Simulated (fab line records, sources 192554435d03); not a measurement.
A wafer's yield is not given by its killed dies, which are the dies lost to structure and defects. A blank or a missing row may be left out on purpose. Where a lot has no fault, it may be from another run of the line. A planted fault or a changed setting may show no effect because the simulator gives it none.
Matching of chambers	flow n5 finfet	N5_BEOL_M15_CMP_49 on cmp-01 has 4 sister chambers
The step polishes, stops on SiO2, t overpolish 4.9 s, target thk 850 nm. 8 wafers are shown with their chamber, then 12 later ones without.

== WAFERS PAIRED WITH THEIR CHAMBERS ==
wafer	chamber	motor current A (A)	overpolish run s (s)
L080.2	2	8.3	4.896
L080.6	0	10.2	4.914
L079.5	1	9.8	4.887
L079.6	0	10.4	4.905
L084.2	1	9.7	4.905
L086.2	2	8.6	4.896
L086.4	3	8.7	4.903
L086.6	3	9.2	4.885

== WAFERS WITH NO CHAMBER GIVEN ==
wafer	motor current A (A)	overpolish run s (s)
L089.3	10.5	4.901
L089.4	8.7	4.904
L089.5	9.8	4.897
L092.2	9.3	4.915
L092.3	10.1	4.896
L092.4	9.7	4.909
L095.4	9.7	4.883
L095.5	8.4	4.911
L095.6	9.0	4.894
L097.1	9.7	4.894
L097.3	9.9	4.888
L097.4	8.9	4.907

== CHAMBER TAKEN BY EACH ==
wafer	from the rows above	in truth
L089.3	0	0
L089.4	can't be placed: 2 or 3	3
L089.5	1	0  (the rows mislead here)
L092.2	can't be placed: 3 or 1 or 2 or 0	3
L092.3	can't be placed: 1 or 0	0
L092.4	can't be placed: 1 or 0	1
L095.4	1	1
L095.5	can't be placed: 2 or 3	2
L095.6	3	3
L097.1	1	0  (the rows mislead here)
L097.3	can't be placed: 1 or 0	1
L097.4	can't be placed: 3 or 2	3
3 of 12 placed correctly. Cannot be placed on the basis of these rows: 7; the candidates contain the true chamber in 7. Wrongly placed: 2.
How it was worked out, from the rows above alone: a wafer's distance from a chamber is the root of the sum, over the readings, of the square of ((its reading less the chamber's mean) divided by the reading's scatter). The wafer belongs to the nearest chamber; if the next one is less than 2 further off, it can't be placed. Each chamber's mean is taken over the wafers shown for it. The scatter is the square root of a quotient: the sum, over the shown wafers, of each reading's squared deviation from its chamber's mean, divided by wafers minus chambers.
